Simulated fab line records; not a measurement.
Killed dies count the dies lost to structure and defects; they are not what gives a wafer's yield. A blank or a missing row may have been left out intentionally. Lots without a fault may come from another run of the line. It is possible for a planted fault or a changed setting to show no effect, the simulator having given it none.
fab line records	flow n5-finfet	part 1 of 2: steps 1 to 4 of 6
[record] lots = 22	wafers = 66	last-day = 22
route steps=1938 shown BEOL_M11@1556 BEOL_M12@1603
lots untouched by any fault: they come from a run of this same line in which no faults occurred
start-h: start of the lot's first displayed wafer, in hours after the record's first day	wait-h: hours since the lot's step before	" same as the row above	L1.1+2: several wafers, shown together as one row	- value missing, or start not given	* or withheld: withheld	< > ~ a bound
route shown NAME@n: NAME is a module with steps in the file, n the number in the route of the first one	usual: mean and standard deviation over wafers with no fault	same: alike in all rows	chamber/n: place in a boat	sites: the reading at each site	_std_site: the standard deviation of these	_edge_site: mean of outer sites minus mean of inner sites	radius-mm: for every site, how far away it sits from the centre of the wafer	mask NAME#n: copy n	behind: tool/chamber where the wafer was last shaped	hold: cause of the lot's hold/its duration in hours/its outcome	device: names the non-switching transistor (n, p or np)	end of line: the route-end tests of the same wafers	a step given without rows: its recipe and nothing more	killed: at the first sort, the dies lost to defects and structure; wafer yield is something else	map: a wafer's dies, x killed, . not, _ none there
set.NAME: the setting as run; set.NAME@STEP: as run at that earlier step	model.NAME: the simulator's own value behind a step, which no gauge read
steps of the route over a sample of lots; a table a step, a row a wafer
services: from which hour (start-h, from the record's first day; less than 0 if before it) a tool's chamber was out of use, for how many hours, and why
[[steps]]
[step N5_BEOL_M11_STRIP_67]
[recipe] chemistry = CF4	resist = SiARC	power-w = 300	bias-power-w = 75	pressure-mtorr = 50	cf4-flow-sccm = 150	rf-frequency-hz = 6e+07
[usual] drypump-motor-current-A = 5.8/0.36	oes-product-au = 0.81/0.064	rf-vpp-V = 271.3/1.6	showerhead-plenum-p-Torr = 1.80/0.055	throttle-valve-pct = 13.54/0.21
lot.wafer	tool	chamber	start-h	wait-h	drypump-motor-current-A	oes-product-au	rf-hours-counter-h	rf-vpp-V	showerhead-plenum-p-Torr	throttle-valve-pct
L075.2	rie-diel-01	0	272.12	0.0	5.4	0.87	38	270.3	1.76	13.49
L075.4	"	2	"	"	5.7	0.80	96	270.6	1.82	13.79
L075.5	"	2	"	"	5.7	0.79	-	270.7	1.82	13.80
L077.1	rie-diel-03	0	286.65	0.0	6.0	0.84	67	269.4	1.75	13.64
L077.4	"	3	"	"	6.1	0.79	123	269.9	1.73	13.48
L077.6	"	1	"	"	5.2	0.68	-	272.4	1.84	13.61
L076.4	rie-diel-06	3	292.46	0.0	5.8	0.67	-	269.0	1.69	13.61
L076.5	"	0	"	"	6.5	0.75	-	270.5	1.85	13.61
L076.6	"	2	"	"	5.5	0.77	-	272.1	1.80	13.51
L078.4	rie-diel-03	3	302.30	0.0	6.2	0.78	-	268.8	1.73	13.48
L078.5	"	2	"	"	5.9	0.80	-	271.4	1.81	13.54
L078.6	"	0	"	"	6.0	0.83	-	269.4	1.75	13.66
L079.1	rie-diel-01	0	304.33	0.0	5.4	0.86	47	269.6	1.76	13.52
L079.3	"	2	"	"	5.7	0.78	104	271.3	1.81	13.81
L079.4	"	3	"	"	6.1	0.84	64	271.6	1.82	13.43
L080.3	rie-diel-06	1	315.38	0.0	6.3	0.88	42	270.3	1.76	13.59
L080.4	"	2	"	"	5.5	0.76	-	270.8	1.79	13.54
L080.5	"	1	"	"	6.3	0.88	-	271.8	1.76	13.60
L081.1	rie-diel-06	3	350.05	0.0	5.8	0.94	8	273.6	1.90	13.02
L081.2	"	1	"	"	6.2	0.87	49	272.0	1.76	13.62
L081.4	"	0	"	"	6.5	0.74	188	272.1	1.85	13.63
L083.2	rie-diel-01	1	373.28	0.0	5.6	0.90	28	274.3	1.90	13.41
L083.3	"	3	"	"	6.1	0.84	78	271.5	1.82	13.46
L083.4	"	0	"	"	5.4	0.83	60	269.5	1.75	13.56
L084.4	rie-diel-06	2	379.78	0.0	5.5	0.76	156	271.1	1.79	13.58
L084.5	"	0	"	"	6.5	0.73	-	272.4	1.85	13.66
L084.6	"	3	"	"	5.8	0.92	-	273.6	1.90	13.05
L085.1	rie-diel-03	3	385.35	0.0	6.2	0.76	154	269.7	1.72	13.55
L085.2	"	1	"	"	5.2	0.93	16	273.9	1.83	13.09
L085.6	"	3	"	"	6.1	0.76	-	270.6	1.72	13.54
L086.3	rie-diel-06	1	391.66	0.0	6.2	0.86	57	269.6	1.76	13.62
L086.5	"	3	"	"	5.8	0.91	-	271.9	1.90	13.05
L086.6	"	2	"	"	5.5	0.75	-	269.4	1.79	13.58
L087.2	rie-diel-03	0	405.99	0.0	6.0	0.80	102	270.5	1.74	13.71
L087.4	"	2	"	"	5.9	0.77	113	269.5	1.81	13.60
L087.6	"	2	"	"	5.9	0.77	-	271.3	1.81	13.61
L090.3	rie-diel-01	1	406.14	0.0	5.6	0.88	37	273.8	1.89	13.46
L090.5	"	1	"	"	5.6	0.88	-	272.8	1.89	13.45
L090.6	"	0	"	"	5.4	0.82	-	270.4	1.75	13.54
L088.2	rie-diel-01	2	419.78	0.0	5.7	0.76	130	271.7	1.81	13.88
L088.5	"	1	"	"	5.6	0.88	-	272.4	1.89	13.44
L088.6	"	2	"	"	5.7	0.75	-	270.5	1.81	13.88
L095.4	rie-diel-06	1	433.10	0.0	6.3	0.85	67	272.2	1.76	13.65
L095.5	"	2	"	"	5.5	0.75	-	270.7	1.79	13.60
L095.6	"	1	"	"	6.3	0.85	-	269.8	1.76	13.64
L097.3	rie-diel-03	2	435.03	0.0	5.8	0.76	120	270.1	1.81	13.64
L097.4	"	0	"	"	6.0	0.79	110	271.2	1.74	13.74
L097.5	"	2	"	"	5.9	0.76	-	271.2	1.81	13.64
L091.1	rie-diel-01	2	437.91	0.0	5.7	0.76	136	270.8	1.80	13.90
L091.2	"	0	"	"	5.4	0.81	78	268.2	1.75	13.59
L091.3	"	1	"	"	5.6	0.86	46	273.0	1.89	13.46
L092.1	rie-diel-03	1	446.66	0.0	5.2	0.90	31	271.0	1.83	13.12
L092.2	"	3	"	"	6.1	0.75	170	269.9	1.72	13.55
L092.5	"	3	"	"	6.2	0.75	-	268.7	1.72	13.57
L089.1	rie-diel-01	2	456.68	0.0	5.7	0.75	143	271.6	1.80	13.90
L089.2	"	1	"	"	5.6	0.85	52	272.6	1.89	13.47
L089.3	"	0	"	"	5.4	0.81	83	270.9	1.75	13.61
L082.1	rie-diel-03	2	467.12	0.0	5.9	0.76	128	271.3	1.80	13.64
L082.3	"	0	"	"	6.0	0.79	118	269.6	1.73	13.77
L082.6	"	2	"	"	5.9	0.76	-	271.0	1.80	13.64
L093.1	rie-diel-06	0	467.23	0.0	6.5	0.72	215	273.4	1.84	13.69
L093.4	"	1	"	"	6.3	0.84	76	269.1	1.75	13.65
L093.5	"	0	"	"	6.5	0.72	-	272.5	1.84	13.69
L096.3	rie-diel-03	0	467.40	0.0	6.0	0.78	118	268.8	1.73	13.77
L096.4	"	1	"	"	5.2	0.89	35	273.9	1.83	13.12
L096.6	"	1	"	"	5.2	0.90	-	271.9	1.83	13.13
[step N5_BEOL_M11_DESCUM_33]
[recipe] chemistry = O2	time-s = 7.9	source-power-w = 50	bias-power-w = 20	pressure-mtorr = 20	rf-frequency-hz = 2.712e+07	temp-c = 40	resist = CAR-ArF	o2-flow-sccm = 225
[usual] drypump-motor-current-A = 5.9/0.37	oes-product-au = 0.80/0.061	rf-vpp-V = 243.0/1.3	showerhead-plenum-p-Torr = 2.09/0.067	temp-c = 40.00/0.11	throttle-valve-pct = 20.41/0.21
lot.wafer	tool	chamber	start-h	wait-h	drypump-motor-current-A	oes-product-au	rf-hours-counter-h	rf-vpp-V	showerhead-plenum-p-Torr	temp-c	throttle-valve-pct
L075.2	rie-diel-06	2	275.96	0.0	5.5	0.78	133	242.4	2.10	39.82	20.40
L075.4	"	3	"	"	5.8	0.68	-	241.0	1.97	40.04	20.31
L075.5	"	2	"	"	5.5	0.78	-	243.4	2.10	39.74	20.39
L077.1	rie-diel-03	2	288.44	0.4	5.9	0.80	81	243.7	2.11	39.90	20.39
L077.4	"	3	"	"	6.1	0.78	124	242.0	2.01	39.91	20.22
L077.6	"	1	"	"	5.2	0.67	-	243.4	2.14	40.20	20.28
L076.4	rie-diel-06	1	294.94	0.0	6.3	0.90	-	243.1	2.04	39.92	20.46
L076.5	"	2	"	"	5.5	0.78	-	243.1	2.10	40.00	20.41
L076.6	"	0	"	"	6.5	0.75	-	244.2	2.18	39.93	20.46
L078.4	rie-diel-03	0	303.10	0.1	6.0	0.83	-	242.7	2.05	39.97	20.66
L078.5	"	2	"	"	5.9	0.79	-	242.0	2.11	40.18	20.39
L078.6	"	3	"	"	6.2	0.77	-	242.2	2.01	39.95	20.26
L079.1	rie-diel-06	1	307.05	0.1	6.3	0.89	40	242.6	2.04	39.82	20.47
L079.3	"	2	"	"	5.5	0.77	139	242.0	2.10	40.14	20.41
L079.4	"	2	"	"	5.5	0.77	-	244.1	2.10	40.11	20.40
L080.3	rie-diel-03	3	317.79	0.1	6.2	0.77	136	240.5	2.01	39.73	20.26
L080.4	"	2	"	"	5.9	0.79	-	244.1	2.11	39.99	20.40
L080.5	"	0	"	"	6.0	0.82	-	240.8	2.04	39.95	20.66
L081.1	rie-diel-03	1	352.11	0.0	5.2	0.95	8	244.2	2.14	39.85	19.91
L081.2	"	0	"	"	6.0	0.81	89	241.6	2.04	40.09	20.68
L081.4	"	3	"	"	6.2	0.76	145	242.4	2.00	39.86	20.27
L083.2	rie-diel-06	0	375.23	0.0	6.5	0.73	193	245.9	2.17	40.01	20.51
L083.3	"	2	"	"	5.5	0.75	155	242.4	2.10	40.09	20.43
L083.4	"	3	"	"	5.8	0.93	13	244.6	2.23	40.18	19.93
L084.4	rie-diel-03	2	380.71	0.0	5.9	0.77	108	242.3	2.10	39.93	20.44
L084.5	"	1	"	"	5.2	0.93	-	242.8	2.14	40.14	19.90
L084.6	"	2	"	"	5.9	0.78	-	243.7	2.10	39.96	20.44
L085.1	rie-diel-06	0	386.74	0.0	6.5	0.73	194	244.4	2.17	39.89	20.51
L085.2	"	2	"	"	5.5	0.76	157	242.9	2.09	39.90	20.42
L085.6	"	3	"	"	5.8	0.92	-	244.7	2.23	39.88	19.93
L086.3	rie-diel-01	0	394.04	0.0	5.4	0.85	65	242.2	2.04	40.12	20.46
L086.5	"	1	"	"	5.6	0.89	-	244.7	2.22	40.00	20.39
L086.6	"	2	"	"	5.7	0.77	-	241.6	2.10	40.10	20.70
L090.3	rie-diel-01	1	408.06	0.0	5.6	0.89	37	245.4	2.22	40.07	20.41
L090.5	"	2	"	"	5.7	0.76	-	242.5	2.10	40.00	20.73
L090.6	"	1	"	"	5.6	0.89	-	244.7	2.22	39.97	20.42
L087.2	rie-diel-06	3	408.24	0.0	5.8	0.90	19	246.0	2.22	40.04	19.94
L087.4	"	2	"	"	5.5	0.75	161	242.6	2.09	40.01	20.42
L087.6	"	1	"	"	6.3	0.86	-	242.4	2.04	40.00	20.49
L088.2	rie-diel-03	3	420.67	0.3	6.2	0.74	162	242.2	2.00	39.74	20.31
L088.5	"	3	"	"	6.2	0.75	-	242.1	2.00	39.82	20.30
L088.6	"	0	"	"	6.0	0.79	-	241.3	2.03	40.01	20.71
L095.4	rie-diel-01	1	433.84	0.0	5.6	0.86	44	244.2	2.22	39.93	20.42
L095.5	"	2	"	"	5.7	0.76	-	243.1	2.10	39.86	20.72
L095.6	"	3	"	"	6.1	0.82	-	242.5	2.12	39.88	20.37
L097.3	rie-diel-01	3	436.31	0.0	6.1	0.82	95	244.9	2.11	40.01	20.38
L097.4	"	2	"	"	5.7	0.76	135	243.5	2.10	39.95	20.72
L097.5	"	2	"	"	5.7	0.77	-	243.1	2.10	40.03	20.74
L091.1	rie-diel-03	1	439.56	0.0	5.2	0.90	29	243.4	2.13	40.00	19.95
L091.2	"	0	"	"	6.0	0.79	111	242.5	2.03	40.09	20.72
L091.3	"	3	"	"	6.2	0.74	168	242.1	1.99	40.02	20.32
L092.1	rie-diel-01	2	451.45	0.2	5.7	0.74	142	241.5	2.10	39.94	20.74
L092.2	"	0	"	"	5.4	0.82	82	241.7	2.03	40.04	20.48
L092.5	"	0	"	"	5.4	0.82	-	239.9	2.03	39.92	20.49
L089.1	rie-diel-06	0	461.58	0.4	6.5	0.71	212	244.3	2.16	40.19	20.52
L089.2	"	1	"	"	6.2	0.85	74	242.6	2.03	39.91	20.52
L089.3	"	2	"	"	5.5	0.73	176	243.0	2.09	39.98	20.46
L093.1	rie-diel-03	0	468.56	0.0	6.0	0.77	118	241.8	2.03	39.95	20.75
L093.4	"	3	"	"	6.2	0.74	175	241.9	1.99	40.03	20.30
L093.5	"	3	"	"	6.2	0.73	-	243.7	1.99	40.06	20.32
L096.3	rie-diel-01	1	468.64	0.1	5.6	0.86	56	244.7	2.22	40.07	20.46
L096.4	"	2	"	"	5.7	0.75	147	241.8	2.10	39.80	20.76
L096.6	"	2	"	"	5.7	0.74	-	242.3	2.10	39.94	20.75
L082.1	rie-diel-03	2	469.13	0.4	5.9	0.75	128	242.8	2.10	40.02	20.47
L082.3	"	0	"	"	6.0	0.78	118	241.8	2.03	40.06	20.74
L082.6	"	0	"	"	6.0	0.78	-	242.2	2.03	39.94	20.74
[step N5_BEOL_M11_ETCH_41]
[recipe] chemistry = CH3F/O2	target = SiCN	target-depth-a = 426	taper-deg = 2	time-s = 86	ion-energy-ev = 120	mask-material = TiN	pressure-mtorr = 30	source-w = 395	bias-w = 75	Ar_flow_sccm = 150	CH3F_flow_sccm = 30	O2_flow_sccm = 20
[usual] CH3F_flow_sccm = 30.01/0.09	drypump-motor-current-A = 5.9/0.36	oes-product-au = 0.80/0.061	rf-vpp-V = 297.3/1.5	showerhead-plenum-p-Torr = 2.00/0.063	throttle-valve-pct = 16.30/0.2
lot.wafer	tool	chamber	start-h	wait-h	CH3F_flow_sccm	drypump-motor-current-A	oes-product-au	rf-hours-counter-h	rf-vpp-V	showerhead-plenum-p-Torr	throttle-valve-pct
L075.2	rie-diel-06	2	-	-	30.20	5.5	0.78	133	298.1	2.01	16.30
L075.4	"	3	"	"	29.95	5.8	0.67	-	295.4	1.88	16.27
L075.5	"	2	"	"	30.03	5.5	0.78	-	298.6	2.01	16.32
L077.1	rie-diel-03	2	-	-	30.03	5.9	0.80	81	297.0	2.03	16.27
L077.4	"	3	"	"	30.11	6.2	0.78	124	295.7	1.92	16.17
L077.6	"	1	"	"	29.93	5.2	0.68	-	298.1	2.05	16.26
L076.4	rie-diel-06	1	-	-	29.97	6.2	0.89	-	296.7	1.96	16.35
L076.5	"	2	"	"	30.10	5.5	0.77	-	297.1	2.01	16.31
L076.6	"	0	"	"	30.11	6.5	0.74	-	300.0	2.08	16.33
L078.4	rie-diel-03	0	-	-	29.87	6.0	0.83	-	296.2	1.95	16.47
L078.5	"	2	"	"	30.10	5.9	0.80	-	299.1	2.02	16.30
L078.6	"	3	"	"	29.94	6.2	0.77	-	296.0	1.92	16.18
L079.1	rie-diel-06	1	-	-	29.97	6.3	0.89	40	297.0	1.96	16.36
L079.3	"	2	"	"	30.05	5.5	0.78	140	299.8	2.01	16.32
L079.4	"	2	"	"	30.04	5.5	0.78	-	296.9	2.01	16.30
L080.3	rie-diel-03	3	-	-	30.04	6.1	0.77	136	296.1	1.92	16.19
L080.4	"	2	"	"	30.21	5.9	0.80	-	297.9	2.02	16.31
L080.5	"	0	"	"	30.00	6.0	0.81	-	297.1	1.95	16.48
L081.1	rie-diel-03	1	-	-	29.98	5.2	0.96	8	298.9	2.05	15.80
L081.2	"	0	"	"	30.10	6.0	0.81	89	296.3	1.95	16.49
L081.4	"	3	"	"	29.98	6.2	0.76	146	296.0	1.92	16.22
L083.2	rie-diel-06	0	-	-	29.88	6.5	0.72	193	297.2	2.07	16.38
L083.3	"	2	"	"	30.02	5.5	0.75	156	297.4	2.01	16.34
L083.4	"	3	"	"	30.02	5.8	0.92	13	298.5	2.13	15.83
L084.4	rie-diel-03	0	-	-	29.80	6.0	0.81	-	296.3	1.94	16.49
L084.5	"	1	"	"	30.04	5.2	0.94	-	296.5	2.04	15.81
L084.6	"	3	"	"	29.97	6.1	0.76	-	294.1	1.91	16.23
L085.1	rie-diel-06	0	-	-	29.90	6.5	0.72	195	298.8	2.07	16.38
L085.2	"	2	"	"	29.98	5.5	0.75	157	296.7	2.01	16.37
L085.6	"	3	"	"	30.01	5.8	0.92	-	298.8	2.13	15.82
L086.3	rie-diel-01	0	-	-	30.03	5.4	0.84	65	297.6	1.95	16.35
L086.5	"	1	"	"	30.12	5.6	0.89	-	299.2	2.13	16.23
L086.6	"	2	"	"	29.93	5.7	0.77	-	297.5	2.01	16.56
L090.3	rie-diel-01	1	-	-	29.95	5.7	0.88	37	299.9	2.12	16.25
L090.5	"	2	"	"	30.12	5.7	0.77	-	297.3	2.01	16.59
L090.6	"	1	"	"	29.74	5.6	0.87	-	303.0	2.12	16.25
L087.2	rie-diel-06	3	-	-	30.08	5.8	0.91	19	298.7	2.13	15.84
L087.4	"	2	"	"	29.97	5.5	0.75	161	298.3	2.00	16.36
L087.6	"	1	"	"	29.90	6.3	0.85	-	296.9	1.95	16.37
L088.2	rie-diel-03	3	-	-	30.01	6.2	0.75	163	296.5	1.91	16.25
L088.5	"	3	"	"	30.02	6.1	0.75	-	294.9	1.91	16.25
L088.6	"	0	"	"	30.11	6.0	0.80	-	295.6	1.94	16.51
L095.4	rie-diel-01	1	-	-	29.94	5.6	0.86	45	299.9	2.12	16.27
L095.5	"	2	"	"	30.01	5.6	0.74	-	297.5	2.00	16.60
L095.6	"	3	"	"	30.00	6.1	0.82	-	298.7	2.01	16.21
L097.3	rie-diel-01	3	-	-	30.01	6.1	0.82	95	297.6	2.01	16.22
L097.4	"	2	"	"	30.00	5.7	0.75	136	297.1	2.00	16.60
L097.5	"	2	"	"	30.01	5.7	0.75	-	298.1	2.00	16.58
L091.1	rie-diel-03	1	-	-	30.17	5.2	0.90	29	297.6	2.04	15.83
L091.2	"	0	"	"	30.17	6.0	0.78	112	293.7	1.94	16.52
L091.3	"	3	"	"	30.03	6.2	0.74	169	295.1	1.91	16.25
L092.1	rie-diel-01	2	-	-	29.90	5.7	0.75	142	296.5	2.00	16.61
L092.2	"	0	"	"	30.05	5.4	0.80	82	294.9	1.95	16.39
L092.5	"	0	"	"	30.22	5.4	0.81	-	296.1	1.95	16.38
L089.1	rie-diel-06	0	-	-	29.95	6.5	0.72	212	298.2	2.06	16.41
L089.2	"	1	"	"	30.15	6.3	0.85	74	296.5	1.95	16.43
L089.3	"	2	"	"	29.96	5.5	0.74	176	297.1	2.00	16.38
L093.1	rie-diel-03	0	-	-	30.06	6.0	0.78	118	295.3	1.94	16.56
L093.4	"	3	"	"	29.97	6.2	0.74	175	296.1	1.91	16.26
L093.5	"	3	"	"	29.90	6.2	0.74	-	295.5	1.91	16.28
L096.3	rie-diel-01	1	-	-	29.99	5.6	0.84	56	301.2	2.12	16.28
L096.4	"	2	"	"	30.08	5.7	0.74	148	296.2	2.00	16.63
L096.6	"	2	"	"	30.05	5.7	0.75	-	297.0	2.00	16.61
L082.1	rie-diel-03	2	-	-	29.97	5.9	0.76	128	298.3	2.01	16.37
L082.3	"	0	"	"	30.00	6.0	0.78	118	295.9	1.94	16.55
L082.6	"	0	"	"	30.02	6.0	0.78	-	294.0	1.94	16.55
[step N5_BEOL_M12_THK_MEAS_01]
[recipe] reads = SiOC_of_BEOL_M12_ILD_DEP_00
[usual] M12_ILD_THK = 661/8.4
lot.wafer	tool	chamber	start-h	wait-h	M12_ILD_THK[nm]
L075.2	film-metro-01	-	279.15	0.1	652
L075.4	"	-	"	"	660
L075.5	"	-	"	"	658
L077.1	film-metro-01	-	292.90	0.1	658
L077.4	"	-	"	"	652
L077.6	"	-	"	"	662
L076.4	film-metro-01	-	298.10	0.0	668
L076.5	"	-	"	"	668
L076.6	"	-	"	"	673
L078.4	film-metro-01	-	307.39	0.0	655
L078.5	"	-	"	"	667
L078.6	"	-	"	"	666
L079.1	film-metro-01	-	311.58	0.1	662
L079.3	"	-	"	"	668
L079.4	"	-	"	"	673
L080.3	film-metro-01	-	322.37	0.1	666
L080.4	"	-	"	"	672
L080.5	"	-	"	"	667
L081.1	film-metro-01	-	355.75	0.1	656
L081.2	"	-	"	"	654
L081.4	"	-	"	"	665
L083.2	film-metro-01	-	378.46	0.1	669
L083.3	"	-	"	"	664
L083.4	"	-	"	"	677
L084.4	film-metro-02	-	383.59	0.0	670
L084.5	"	-	"	"	669
L084.6	"	-	"	"	661
L085.1	film-metro-02	-	390.89	0.1	664
L085.2	"	-	"	"	659
L085.6	"	-	"	"	673
L086.3	film-metro-01	-	397.16	0.1	654
L086.5	"	-	"	"	666
L086.6	"	-	"	"	660
L090.3	film-metro-02	-	412.13	0.1	651
L090.5	"	-	"	"	653
L090.6	"	-	"	"	650
L087.2	film-metro-02	-	412.40	0.1	672
L087.4	"	-	"	"	669
L087.6	"	-	"	"	670
L088.2	film-metro-02	-	425.25	0.1	658
L088.5	"	-	"	"	675
L088.6	"	-	"	"	660
L095.4	film-metro-01	-	438.88	0.0	668
L095.5	"	-	"	"	677
L095.6	"	-	"	"	673
L097.3	film-metro-01	-	439.79	0.1	652
L097.4	"	-	"	"	665
L097.5	"	-	"	"	655
L091.1	film-metro-02	-	442.95	0.1	637
L091.2	"	-	"	"	657
L091.3	"	-	"	"	650
L092.1	film-metro-02	-	455.76	0.1	656
L092.2	"	-	"	"	652
L092.5	"	-	"	"	663
L089.1	film-metro-01	-	465.42	0.1	647
L089.2	"	-	"	"	656
L089.3	"	-	"	"	657
L096.3	film-metro-02	-	471.86	0.1	674
L096.4	"	-	"	"	660
L096.6	"	-	"	"	672
L093.1	film-metro-02	-	472.09	0.1	652
L093.4	"	-	"	"	662
L093.5	"	-	"	"	665
L082.1	film-metro-02	-	473.25	0.1	654
L082.3	"	-	"	"	651
L082.6	"	-	"	"	662
